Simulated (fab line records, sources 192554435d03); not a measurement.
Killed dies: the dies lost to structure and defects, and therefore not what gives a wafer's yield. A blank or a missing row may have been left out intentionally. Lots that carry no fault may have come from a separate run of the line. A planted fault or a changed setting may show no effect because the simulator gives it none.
Which tool is to blame?    flow n5-finfet    12 lots, 36 wafers sampled, at 3 steps of a route of 1938

== WHAT THE GAUGES SHOWED, per wafer ==
N5_BEOL_M3_OVL_MEAS_29.
lot   measured      on          V2_OVL (nm)
L075  day 8 06:13   overlay-01  -1.0 0.4 -1.2
L079  day 8 10:49   overlay-01  0.4 -0.4 -0.2
L077  day 8 11:52   overlay-02  1.4 1.5 -0.5
L080  day 8 18:58   overlay-02  0.0 1.4 0.6
L082  day 9 12:25   overlay-01  0.1 1.1 -0.4
L086  day 10 15:27  overlay-02  0.8 2.4 0.7
L087  day 11 06:34  overlay-02  0.6 -0.3 -0.8
L090  day 11 13:50  overlay-02  -0.7 -0.5 0.1
L091  day 11 20:48  overlay-02  -1.3 0.1 -1.4
L093  day 12 03:26  overlay-02  0.0 0.3 -0.5
L095  day 12 20:50  overlay-02  -0.4 0.9 0.6
L097  day 13 09:16  overlay-02  0.4 -1.8 -0.3

== WHAT TOOL EACH LOT RAN ON (gives the tool, then ch and the chambers of the sampled wafers, and finally the start) ==
lot   N5_BEOL_M3_STRIP_66                 N5_BEOL_M3_STRIP_19
L075  rie-diel-04 ch 1,2,3, day 8 05:31   rie-diel-04 ch 0,2,3, day 8 05:40
L079  rie-diel-04 ch 0,1,3, day 8 10:02   rie-diel-03 ch 0,1,2, day 8 10:24
L077  rie-diel-01 ch 2,3, day 8 11:17     rie-diel-03 ch 0,3, day 8 11:26
L080  rie-diel-01 ch 1,2,3, day 8 18:16   rie-diel-01 ch 0,1,2, day 8 18:25
L082  rie-diel-04 ch 0,1,3, day 9 11:43   rie-diel-03 ch 0,3, day 9 11:52
L086  rie-diel-03 ch 0,2,3, day 10 14:53  rie-diel-03 ch 1,2,3, day 10 15:02
L087  rie-diel-01 ch 0,2, day 11 05:34    rie-diel-04 ch 0,1,3, day 11 06:01
L090  rie-diel-01 ch 0,1,2, day 11 13:15  rie-diel-04 ch 0,1,3, day 11 13:25
L091  rie-diel-01 ch 0,2,3, day 11 19:59  rie-diel-01 ch 1,2,3, day 11 20:15
L093  rie-diel-01 ch 0,1, day 12 02:28    rie-diel-01 ch 0,2,3, day 12 02:53
L095  rie-diel-01 ch 1,2,3, day 12 20:12  rie-diel-04 ch 1,2,3, day 12 20:25
L097  rie-diel-03 ch 1,3, day 13 08:34    rie-diel-03 ch 0,1,2, day 13 08:44
- N5_BEOL_M3_STRIP_66: strips in CF4.
- N5_BEOL_M3_STRIP_19: strips in O2.

== THE ANSWER, worked out from the rows above alone ==
Rule: the lots themselves supply what counts as usual. Put in order of their means at a reading, lots are off if they are a third of the lots or fewer, leave a main group of 4 or more, and stand apart from it by a gap of 3 or more times the standard deviation of the main group's means; of several such gaps the widest counts. A main group is skipped when, at the precision printed for the reading in the tables above, its means are all equal. Also off: a lot with no number at a reading for which 4 or more lots have one. All remaining lots with rows at the step are treated as sound.
No lot is off on any of the readings shown, so nothing can be concluded from this.

== WHAT THE SIMULATOR HAD PUT IN ==
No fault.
